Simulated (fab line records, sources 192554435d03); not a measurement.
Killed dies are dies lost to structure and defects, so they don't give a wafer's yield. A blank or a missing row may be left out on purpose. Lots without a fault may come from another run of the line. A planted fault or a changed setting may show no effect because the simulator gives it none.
fab line records | flow n5_finfet
record lots=4 wafers=12 last_day=18
route steps=1938 shown BEOL_M5@1176 BEOL_M6@1194 PASSIVATION@1936
lots that met no fault: from a run of the same line without faults
start_h: hours from the record's first day to the start of the lot's first wafer shown | wait_h: hours since the lot's step before | " the same as in the row above | L1.1+2: a row that stands for several wafers | - no value, or no start given | * or withheld: withheld | < > ~ a bound
route shown NAME@n: a module of which the file shows steps, and the number in the route of the first | usual: mean/standard deviation of fault-free wafers | same: alike in all rows | chamber/n: place in a boat | sites: the reading at each site | _std_site: their standard deviation | _edge_site: outer sites' mean less inner sites' | radius_mm: how far each site lies from the wafer's centre | mask NAME#n: copy n | behind: the tool/chamber that last shaped the wafer | hold: why the lot was held/for how many hours/how that ended | device: the transistor (n, p or np) that didn't switch | end of line: the same wafers' tests at the end of the route | a step without rows: its recipe alone | killed: dies lost to structure and defects at the first sort, not the wafer's yield | map: a wafer's dies, x killed, . not, _ none there
set.NAME: the setting as run; set.NAME@STEP: as run at that earlier step | model.NAME: the simulator's own value behind a step, which no gauge read
lots at some steps of the route; a table a step, a row a wafer
services: from which hour (start_h, from the record's first day; less than 0 if before it) a tool's chamber was out of use, for how many hours, and why
## steps
# step N5_BEOL_M5_ANNEAL_49
# recipe temp_c=400 time_s=1800 ambient=vacuum
# step N5_BEOL_M5_SPUTTER_81
# recipe material=Cu target_thk_a=150 temp_c=-20 chamber_pressure_pa=0.07 power_w=withheld time_s=27.62
# step N5_BEOL_M5_ANNEAL_82
# recipe temp_c=400 time_s=1800 ambient=vacuum
# step N5_BEOL_M5_SPUTTER_83
# recipe material=Cu target_thk_a=150 temp_c=-20 chamber_pressure_pa=0.07 power_w=withheld time_s=27.62
# step N5_BEOL_M5_ANNEAL_84
# recipe temp_c=400 time_s=1800 ambient=vacuum
# step N5_BEOL_M5_SPUTTER_88
# recipe material=Cu target_thk_a=150 temp_c=-20 chamber_pressure_pa=0.07 power_w=withheld time_s=27.62
# step N5_BEOL_M5_ANNEAL_89
# recipe temp_c=400 time_s=1800 ambient=vacuum
# step N5_BEOL_M5_SPUTTER_90
# recipe material=Cu target_thk_a=45 temp_c=-20 chamber_pressure_pa=0.07 power_w=withheld time_s=8.29
# step N5_BEOL_M5_ECD_50
# recipe material=Cu target_thk_a=3000
# step N5_BEOL_M5_ANNEAL_51
# recipe temp_c=225 time_s=90 ambient=N2
# step N5_BEOL_M5_CMP_52
# recipe stop_on=SiCOH_lowk t_overpolish_s=6.9 down_force_psi=1 platen_rpm=50 clearing_platen_down_force_psi=1.5 clearing_platen_rpm=50 post_cmp_clean=cu_alkaline target_thk_nm=62 clearing_platen_pad_velocity_m_s=0.99484 pad_velocity_m_s=0.99484
# step N5_BEOL_M5_PRE_CLEAN_77
# recipe gas=NH3/H2 time_s=15 temp_c=* rf_power_w=300
# usual heater_power_w=94/28 rf_fwd_power_W=297.4/1
# same time_s=15
# columns lot.wafer tool chamber start_h wait_h heater_power_w rf_fwd_power_W
L497.3 cvd_co-01 0 261.95 0.0 69 298.0
L497.5 " 0 " " 70 297.4
L497.6 " 1 " " 139 295.4
L505.2 cvd_co-01 2 319.48 0.2 69 297.6
L505.4 " 0 " " 71 297.4
L505.6 " 2 " " 67 298.9
L508.1 cvd_co-01 2 336.36 0.0 70 298.1
L508.2 " 0 " " 73 297.3
L508.6 " 0 " " 72 297.3
L510.3 cvd_co-02 0 338.13 0.0 109 298.7
L510.4 " 1 " " 122 296.3
L510.6 " 0 " " 108 297.0
# step N5_BEOL_M5_CO_CAP_78
# recipe material=Co target_thk_a=20 temp_c=200 precursor=CCTBA/H2 pressure_torr=30 time_s=102.1
# step N5_BEOL_M5_PRE_CLEAN_55
# recipe gas=NH3 time_s=15 temp_c=withheld rf_power_w=300
# step N5_BEOL_M5_DEP_56
# recipe material=SiCN target_thk_a=80 temp_c=withheld precursor=3MS/NH3 pressure_torr=3 rf_w=202 time_s=14
# step N5_BEOL_M5_INSPECT_58
# recipe inspect_instrument=darkfield mode=post_dep
# usual raw_defect_count=77/25
# columns lot.wafer tool chamber start_h wait_h raw_defect_count
L497.3 defect_inspect-01 - 262.20 0.0 123
L497.5 " - " " 67
L497.6 " - " " 119
L505.2 defect_inspect-01 - 319.84 0.1 668
L505.4 " - " " 669
L505.6 " - " " 648
L508.1 defect_inspect-02 - 336.67 0.0 656
L508.2 " - " " 645
L508.6 " - " " 694
L510.3 defect_inspect-01 - 338.38 0.0 88
L510.4 " - " " 55
L510.6 " - " " 69
# step N5_BEOL_M6_ILD_DEP_00
# recipe material=SiCOH_lowk target_thk_a=1797.5 temp_c=300 precursor=DEMS/porogen pressure_torr=5 rf_w=500 time_s=33.4
# step N5_BEOL_M6_CURE_74
# recipe temp_c=385 time_s=240 ambient=He/Ar material=SiCOH_lowk
# step N5_BEOL_M6_PECVD_70
# recipe material=SiO2 target_thk_a=200 temp_c=400 precursor=TEOS/O2 pressure_torr=5.5 rf_w=450 teos_flow_sccm=53.8 gas=O2 flow_sccm=3000 time_s=22.7
# step N5_BEOL_M6_HM_DEP_02
# recipe material=TiN target_thk_a=200 temp_c=25 chamber_pressure_pa=0.49996
# step N5_BEOL_M6_COAT_59
# recipe resist=SOC temp_c=250 time_s=60 spin_rpm=1500 resist_thk_nm=100
# step N5_BEOL_M6_COAT_60
# recipe resist=SiARC temp_c=220 time_s=60 spin_rpm=1500 resist_thk_nm=35
# step N5_BEOL_M6_COAT_05
# recipe resist=CAR-ArF spin_rpm=1500 resist_thk_nm=90
# step N5_BEOL_M6_EBR_07
# recipe solvent=PGMEA ebr_width_mm=1.5
# step N5_BEOL_M6_SOFTBAKE_06
# recipe temp_c=110 time_s=60 resist=CAR-ArF
# step N5_BEOL_M6_EXPOSE_08
# recipe mask_id=M6 na=1.35 source_shape=dipole sigma_inner=0.817 sigma_outer=0.97 polarization=te dose_mj=68.25
# step N5_BEOL_M6_PEB_09
# recipe peb_temp_c=withheld peb_time_s=60 resist=CAR-ArF
# step N5_BEOL_M6_DEVELOP_10
# recipe develop_time_s=30 developer=TMAH resist=CAR-ArF rinse_liquid=diw dry=air_spin dev_temp_c=23
# step N5_BEOL_M6_INSPECT_13
# recipe mode=adi inspect_instrument=brightfield
# usual raw_defect_count=454/100
# columns lot.wafer tool chamber start_h wait_h raw_defect_count
L497.3 defect_inspect-01 - 263.82 0.0 452
L497.5 " - " " 396
L497.6 " - " " 575
L505.2 defect_inspect-01 - 322.42 0.0 962
L505.4 " - " " 1009
L505.6 " - " " 1034
L508.1 defect_inspect-01 - 340.00 0.0 1007
L508.2 " - " " 988
L508.6 " - " " 1159
L510.3 defect_inspect-02 - 340.48 0.0 403
L510.4 " - " " 329
L510.6 " - " " 324
# step N5_BEOL_M6_DESCUM_16
# recipe chemistry=O2 time_s=7.9 source_power_w=50 bias_power_w=20 pressure_mtorr=20 rf_frequency_hz=2.712e+07 temp_c=40 resist=CAR-ArF o2_flow_sccm=225
# step N5_PASSIVATION_PROBE_49
# usual defect_limited_yield=91.2/1.4 killed_at_M0_to_M3=34/9.3 killed_at_M4_up=14/5.9 killed_at_contacts=14/5.7 killed_at_front_end=38/10 killed_at_other=4/3.2 killed_dies=104/17 killed_on_rim=14/4 killed_open=67/13 killed_short=33/6.9 sort_bin_4_leakage=0/3.6 sort_bin_5_function=5.2/1 sort_bin_6_memory=3.3/0.61 sort_n_pass=1069/52 sort_yield_pct=91/4.4
# same gross_dies=1180 killed_at_back_side=0 sort_bin_8_speed[%]=0
# columns lot.wafer tool chamber start_h wait_h defect_limited_yield[%] killed_at_M0_to_M3 killed_at_M4_up killed_at_contacts killed_at_front_end killed_at_other killed_dies killed_on_rim killed_open killed_short sort_bin_4_leakage[%] sort_bin_5_function[%] sort_bin_6_memory[%] sort_n_pass sort_yield_pct[%]
L497.3 prober-01 - 355.01 0.1 91.0 25 25 23 29 4 106 15 80 23 1 5.3 3.3 1067 90
L497.5 prober-01 - 355.11 0.2 90.2 43 25 24 24 0 116 24 86 28 0 5.3 4.1 1064 90
L497.6 prober-01 - 355.16 0.3 93.7 21 16 12 24 1 74 12 47 24 0 3.6 2.5 1106 94
L505.2 prober-02 - 416.78 0.1 86.4 53 49 24 29 5 160 35 54 45 0 8.1 3.6 1020 86
L505.4 prober-02 - 416.88 0.2 86.4 47 77 12 22 3 161 30 62 29 0 9.0 3.1 1019 86
L505.6 prober-02 - 416.98 0.3 82.4 41 59 25 27 56 208 40 58 20 0 14.0 2.1 972 82
L510.3 prober-01 - 428.77 0.1 91.5 40 5 21 26 8 100 9 67 25 0 5.5 2.7 1080 92
L510.4 prober-01 - 428.82 0.2 93.1 28 9 16 26 3 82 11 52 26 0 3.7 2.9 1098 93
L510.6 prober-01 - 428.92 0.3 92.7 36 5 5 37 3 86 13 59 26 0 4.6 2.7 1094 93
L508.1 prober-01 - 431.57 0.0 87.7 35 65 10 26 9 145 32 63 27 0 7.5 2.9 1035 88
L508.2 prober-01 - 431.62 0.1 86.6 24 89 7 24 14 158 30 48 29 0 8.2 2.8 1022 87
L508.6 prober-01 - 431.82 0.3 87.6 33 73 12 25 3 146 30 57 21 0 6.9 3.4 1034 88
# killed by level:class
L497.3 MOL_CONTACT_COAG:geometric_particle:open=17 BEOL_M4:geometric_particle:open=12 FIN_SAQP:geometric_particle:open=8 MOL_CONTACT_COAG:geometric_particle:short=6 BEOL_M3:geometric_particle:open=6 BEOL_M5:geometric_particle:open=6 BEOL_M2:geometric_particle:open=5 STI_FIN_REVEAL:geometric_particle:open=4
L497.5 MOL_CONTACT_COAG:geometric_particle:open=22 BEOL_M2:geometric_particle:open=14 BEOL_M4:geometric_particle:open=12 STI_FIN_REVEAL:geometric_particle:open=9 BEOL_M0_SAQP:geometric_particle:short=5 BEOL_M0_SAQP:geometric_particle:open=5 BEOL_M1:geometric_particle:open=5 BEOL_M3:geometric_particle:open=5
L497.6 BEOL_M4:geometric_particle:open=10 MOL_CONTACT_COAG:geometric_particle:open=9 STARTING-WAFER:geometric_particle:short=5 FIN_SAQP:geometric_particle:short=4 DUMMY_GATE:geometric_particle:open=4 BEOL_M2:geometric_particle:short=4 BEOL_M0_SAQP:geometric_particle:open=4 BEOL_M0:geometric_particle:open=4
L505.2 BEOL_M5:unspecified=44 BEOL_M1:geometric_particle:open=19 MOL_CONTACT_COAG:area_etch=15 GATE_CUT:geometric_particle:short=8 BEOL_M0_SAQP:geometric_particle:short=8 MOL_CONTACT_COAG:geometric_particle:open=5 BEOL_M2:geometric_particle:open=5 BEOL_M3:geometric_particle:open=5
L505.4 BEOL_M5:unspecified=66 BEOL_M2:geometric_particle:open=12 MOL_CONTACT_COAG:geometric_particle:open=11 BEOL_M0_SAQP:geometric_particle:short=9 STI_FIN_REVEAL:geometric_particle:open=7 BEOL_M3:geometric_particle:open=7 BEOL_M0_SAQP:geometric_particle:open=6 BEOL_M1:geometric_particle:open=5
L505.6 BEOL_M5:unspecified=54 PASSIVATION:area_etch=50 MOL_CONTACT_COAG:area_etch=20 BEOL_M0_SAQP:geometric_particle:open=12 BEOL_M1:geometric_particle:open=9 FIN_SAQP:geometric_particle:open=7 BEOL_M0_SAQP:geometric_particle:short=7 DUMMY_GATE:geometric_particle:open=5
L510.3 MOL_CONTACT_COAG:geometric_particle:open=19 BEOL_M2:geometric_particle:open=9 BEOL_M1:geometric_particle:open=8 BEOL_M3:geometric_particle:open=8 GATE_CUT:geometric_particle:short=7 DUMMY_GATE:geometric_particle:open=4 BEOL_M0_SAQP:geometric_particle:short=3 MIM_TOP:geometric_particle:open=3
L510.4 MOL_CONTACT_COAG:geometric_particle:open=12 FIN_SAQP:geometric_particle:short=7 BEOL_M0_SAQP:geometric_particle:open=7 BEOL_M4:geometric_particle:open=5 FIN_SAQP:geometric_particle:open=4 GATE_CUT:geometric_particle:short=4 BEOL_M2:geometric_particle:open=4 BEOL_M0_SAQP:geometric_particle:short=4
L510.6 STI_FIN_REVEAL:geometric_particle:open=10 GATE_CUT:geometric_particle:short=8 BEOL_M0_SAQP:geometric_particle:short=7 BEOL_M3:geometric_particle:open=6 BEOL_M0_SAQP:geometric_particle:open=6 BEOL_M1:geometric_particle:open=6 BEOL_M2:geometric_particle:open=5 FIN_SAQP:geometric_particle:open=4
L508.1 BEOL_M5:unspecified=52 BEOL_M3:geometric_particle:open=11 BEOL_M2:geometric_particle:open=10 MOL_CONTACT_COAG:geometric_particle:open=8 BEOL_M4:geometric_particle:open=6 GATE_CUT:geometric_particle:short=5 BEOL_M1:geometric_particle:open=5 FIN_SAQP:geometric_particle:short=4
L508.2 BEOL_M5:unspecified=66 PASSIVATION:area_etch=13 MOL_CONTACT_COAG:geometric_particle:open=7 STI_FIN_REVEAL:geometric_particle:open=6 BEOL_M3:geometric_particle:open=6 BEOL_M4:geometric_particle:open=6 BEOL_M0_SAQP:geometric_particle:short=5 BEOL_M8:geometric_particle:open=5
L508.6 BEOL_M5:unspecified=60 BEOL_M3:geometric_particle:open=13 MOL_CONTACT_COAG:geometric_particle:open=8 BEOL_M4:geometric_particle:open=6 BEOL_M0_SAQP:geometric_particle:short=4 BEOL_M1:geometric_particle:open=4 BEOL_M3:geometric_particle:short=4 STARTING-WAFER:geometric_particle:short=4
# map L505.6 (x killed, . not)
_________________.x...xx.x...________________
______________.......xx..xxx...._____________
___________xx.....x......x...x.....__________
__________...x...xxx.....x.........x_________
________x.x.....x..x..xx...........x.x_______
_______....x.x.......x.........x...x.xx______
______....x.............x...x.....xxxxxx_____
_____..............x...............xxxxxx____
____....x.....xx.........x...x...x.xxxxxxx___
___x............x...x..........x....xxxxxxx__
___.....x.............x..x..x..x...x.xxxxxx__
__................x.............x..x.xxx.xxx_
__x...................................xxxxxx_
_...x.....x.....x...x.......x...........x.xxx
_..x......x...........................x......
_xx.x..........................x....xx.......
_xxxx..x......x.x.......x...x........x.....x.
_xxxxx..............x...............x........
_xxxx..........x.....x.............x..x......
_.xx..............x..........................
_...x...xx...x....x.xx...........xx......x...
__........x..................x........x....._
__..x.x.....x.....xx....x....x............x._
___x.x.x..........x........................__
___...............xx........x.....x........__
____....x.....x.x....xx.x............x....___
_____...xx.........x.....................____
______.......x.x...x...................._____
_______.......x........................______
________.....x......x................._______
__________x..x.x........xx.....x...._________
___________...x.........x...x......__________
______________.x.........x...x.._____________
_________________.....x......________________
# map L508.2 (x killed, . not)
_________________xxx.x.......________________
______________xxxxxxx..........._____________
___________xxxxxxxxxx..............__________
__________xxxxxxxxxx..x............._________
________xxxxxxxxxxx..................._______
_______.xxxxxxxxxx...x.x...............______
______x.xxxxxx.xxxx.........x..........._____
_____....x...xxx................xx.......____
____............x.....x................x..___
___.x......x....x...................x......__
___....xx..x.....x.................x.......__
__.......................x.....x............_
__...................x....x................x_
_................x.....................x.....
_...x...............x........................
_x......................................x....
_x.xx............x...x..x.x.x...............x
_xx........xx.x..........x...................
_x................................x.......x..
_.......x.xx......x..........................
_........x........x...........x..............
__....x.............x......................._
__....x................x......x............._
___....x...x....x....x...............x.....__
___.......xx...x.....x.....................__
____.....x........x..........x...........x___
_____.........x......x.......x...........____
______...x..x........x.................._____
_______........xx..................x...______
________...x.................x.x......_______
__________......x..............x...._________
___________..........x.......x..x..__________
______________...............x.._____________
_________________...x........________________
## services
# columns tool chamber start_h hours kind
cvd_co-02 - 318.65 1.4 repair
cvd_co-01 0 330.47 4.0 repair
cvd_co-01 1 334.43 - clean
cvd_co-01 1 334.43 22.0 scheduled_down
cvd_co-01 1 334.43 22.0 vent_cycle
## key
first_sign step=N5_BEOL_M5_INSPECT_58 reading=raw_defect_count direction=up sigmas=23 usual=77 struck=663
effect step=N5_BEOL_M6_INSPECT_13 reading=raw_defect_count direction=up sigmas=5.7 usual=454 struck=1026
effect step=N5_PASSIVATION_PROBE_49 reading=killed_at_M4_up direction=up sigmas=9.3 usual=14 struck=69
more_kills_born_at N5_BEOL_M5_PRE_CLEAN_77@cvd_co-01=342
met_at N5_BEOL_M5_PRE_CLEAN_77
struck_wafers L505.2,L505.4,L505.6,L508.1,L508.2,L508.6
baseline_loss step=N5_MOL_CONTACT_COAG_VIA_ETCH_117 wafers=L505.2
baseline_loss step=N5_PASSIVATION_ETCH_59 wafers=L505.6
baseline_loss step=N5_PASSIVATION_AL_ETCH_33 wafers=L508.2
onset_between 261.95 319.48
fault kind=chamber_particle_source tool=cvd_co-01 chamber=- onset_h=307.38 steps=N5_BEOL_M5_PRE_CLEAN_77 rate_per_visit_cm2=0.95613 end_h=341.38
# baseline_loss: these wafers lose ten dies or more at that step, a loss of the line's own and not of a fault; the sort's usual values leave them out
